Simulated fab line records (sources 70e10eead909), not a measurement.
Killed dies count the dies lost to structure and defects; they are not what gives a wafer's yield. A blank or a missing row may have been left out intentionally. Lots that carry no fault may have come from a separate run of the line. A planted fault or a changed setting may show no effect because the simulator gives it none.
Tool commonality check ; flow nand-harc ; 12 lots, 36 wafers sampled

## REASON IT WAS OPENED
At NHARC_P_BONDPAD_THK_MEAS_20 the reading thk-nm is flagged on 3 of 12 lots. Wafers without a fault read 160.1 nm, standard deviation 1.8.
Rule: a lot is flagged when every wafer of it that has a number lies more than 4 standard deviations from that mean, or none has a number. All remaining lots are regarded as sound.

lot;measured;on;thk-nm (nm), wafer by wafer;flag
L865;day 7 07:35;film-metro-02;31.2 29.2 30.8;FLAGGED
L866;day 7 20:42;film-metro-01;31.5 31.3 29.1;FLAGGED
L868;day 8 07:50;film-metro-01;30.5 29.6 29.9;FLAGGED
L875;day 9 20:33;film-metro-01;158.0 159.0 157.8;
L877;day 10 11:15;film-metro-02;159.6 159.7 158.1;
L876;day 10 12:02;film-metro-02;158.4 158.1 159.2;
L878;day 10 18:45;film-metro-02;160.1 160.1 157.0;
L879;day 10 21:25;film-metro-02;156.6 161.4 162.8;
L880;day 11 06:23;film-metro-01;161.3 163.2 157.1;
L881;day 11 11:49;film-metro-01;161.0 164.4 159.9;
L882;day 11 13:05;film-metro-01;158.2 160.5 158.3;
L883;day 11 17:46;film-metro-02;161.5 160.8 161.4;
The mean of the flagged lots' numbers is 30.3 nm, -129.8 nm from the usual (-72 standard deviations).

## TOOL THAT RAN EACH LOT
The record holds 4 process steps before the reading, out of a route of 1159 steps. Every cell lists first the tool, next ch and the chambers used by the sampled wafers, and last the start.
lot;flag;NHARC_P_M2_DEP_33;NHARC_P_BONDPAD_PRE_CLEAN_26;NHARC_P_BONDPAD_PVD_17;NHARC_P_BONDPAD_ECD_18
L865;FLAGGED;pecvd-02 ch 0,1,2, day 7 02:57;pvd-sputter-01, day 7 06:32 or earlier;pvd-sputter-01, day 7 06:32 or earlier;ecd-cu-02 ch 0,1, day 7 06:32
L866;FLAGGED;pecvd-03 ch 0,2, day 7 16:27;pvd-sputter-02, day 7 19:43 or earlier;pvd-sputter-02, day 7 19:43 or earlier;ecd-cu-01 ch 0, day 7 19:43
L868;FLAGGED;pecvd-03 ch 1,2, day 8 03:40;pvd-sputter-02, day 8 06:41 or earlier;pvd-sputter-02, day 8 06:41 or earlier;ecd-cu-02 ch 0,1, day 8 06:41
L875;;pecvd-04 ch 0,1, day 9 16:28;pvd-sputter-02, day 9 19:33 or earlier;pvd-sputter-02, day 9 19:33 or earlier;ecd-cu-01 ch 0, day 9 19:33
L877;;pecvd-04 ch 0,1,2, day 10 07:13;pvd-sputter-01, day 10 10:13 or earlier;pvd-sputter-01, day 10 10:13 or earlier;ecd-cu-01 ch 0, day 10 10:13
L876;;pecvd-03 ch 0,1, day 10 07:46;pvd-sputter-03, day 10 10:59 or earlier;pvd-sputter-03, day 10 10:59 or earlier;ecd-cu-01 ch 0,1, day 10 10:59
L878;;pecvd-03 ch 0,1,2, day 10 14:29;pvd-sputter-03, day 10 17:41 or earlier;pvd-sputter-03, day 10 17:41 or earlier;ecd-cu-01 ch 0,1, day 10 17:41
L879;;pecvd-03 ch 0,1,2, day 10 16:56;pvd-sputter-03, day 10 20:22 or earlier;pvd-sputter-03, day 10 20:22 or earlier;ecd-cu-01 ch 0,1, day 10 20:22
L880;;pecvd-02 ch 0,1,2, day 11 02:12;pvd-sputter-02, day 11 05:22 or earlier;pvd-sputter-02, day 11 05:22 or earlier;ecd-cu-01 ch 0,1, day 11 05:22
L881;;pecvd-02 ch 1,2, day 11 07:37;pvd-sputter-01, day 11 10:50 or earlier;pvd-sputter-01, day 11 10:50 or earlier;ecd-cu-02 ch 1, day 11 10:50
L882;;pecvd-03 ch 0,1, day 11 08:44;pvd-sputter-03, day 11 12:08 or earlier;pvd-sputter-03, day 11 12:08 or earlier;ecd-cu-01 ch 0,1, day 11 12:08
L883;;pecvd-03 ch 0,1, day 11 13:29;pvd-sputter-01, day 11 16:41 or earlier;pvd-sputter-01, day 11 16:41 or earlier;ecd-cu-01 ch 0,1, day 11 16:41
What is done by these steps:
- NHARC_P_M2_DEP_33: deposits SiCN, target thk 30 nm.
- NHARC_P_BONDPAD_PRE_CLEAN_26: time 30 s.
- NHARC_P_BONDPAD_PVD_17: deposits TaN, target thk 5 nm, time 8.06 s.
- NHARC_P_BONDPAD_ECD_18: material Cu, target thk 400 nm.
- NHARC_P_BONDPAD_THK_MEAS_20: measures by xrf.

## FLAGGED OVER TOTAL, TOOL BY TOOL (the gauges that took the reading come last)
step;tool;lots run;flagged;share of the flagged lots;sound lots run after its first flagged lot
NHARC_P_M2_DEP_33;pecvd-02;3;1;some;2 (L880,L881)
NHARC_P_M2_DEP_33;pecvd-03;7;2;some;5 (L876,L878,L879,L882,L883)
NHARC_P_M2_DEP_33;pecvd-04;2;0;none;-
NHARC_P_BONDPAD_PRE_CLEAN_26;pvd-sputter-01;4;1;some;3 (L877,L881,L883)
NHARC_P_BONDPAD_PRE_CLEAN_26;pvd-sputter-02;4;2;some;2 (L875,L880)
NHARC_P_BONDPAD_PRE_CLEAN_26;pvd-sputter-03;4;0;none;-
NHARC_P_BONDPAD_PVD_17;pvd-sputter-01;4;1;some;3 (L877,L881,L883)
NHARC_P_BONDPAD_PVD_17;pvd-sputter-02;4;2;some;2 (L875,L880)
NHARC_P_BONDPAD_PVD_17;pvd-sputter-03;4;0;none;-
NHARC_P_BONDPAD_ECD_18;ecd-cu-01;9;1;some;8 (L875,L877,L876,L878,L879,L880,L882,L883)
NHARC_P_BONDPAD_ECD_18;ecd-cu-02;3;2;some;1 (L881)
NHARC_P_BONDPAD_THK_MEAS_20;film-metro-01;6;2;some;4 (L875,L880,L881,L882)
NHARC_P_BONDPAD_THK_MEAS_20;film-metro-02;6;1;some;5 (L877,L876,L878,L879,L883)
NHARC_P_BONDPAD_PRE_CLEAN_26 gives no start for some lots, so the hours and the order of its lots are those of NHARC_P_BONDPAD_ECD_18. NHARC_P_BONDPAD_PVD_17 gives no start for some lots, so the hours and the order of its lots are those of NHARC_P_BONDPAD_ECD_18.

## WHAT THE TABLE ALLOWS
No row of the table ran every flagged lot.

## WHAT HAD BEEN PUT IN BY THE SIMULATOR
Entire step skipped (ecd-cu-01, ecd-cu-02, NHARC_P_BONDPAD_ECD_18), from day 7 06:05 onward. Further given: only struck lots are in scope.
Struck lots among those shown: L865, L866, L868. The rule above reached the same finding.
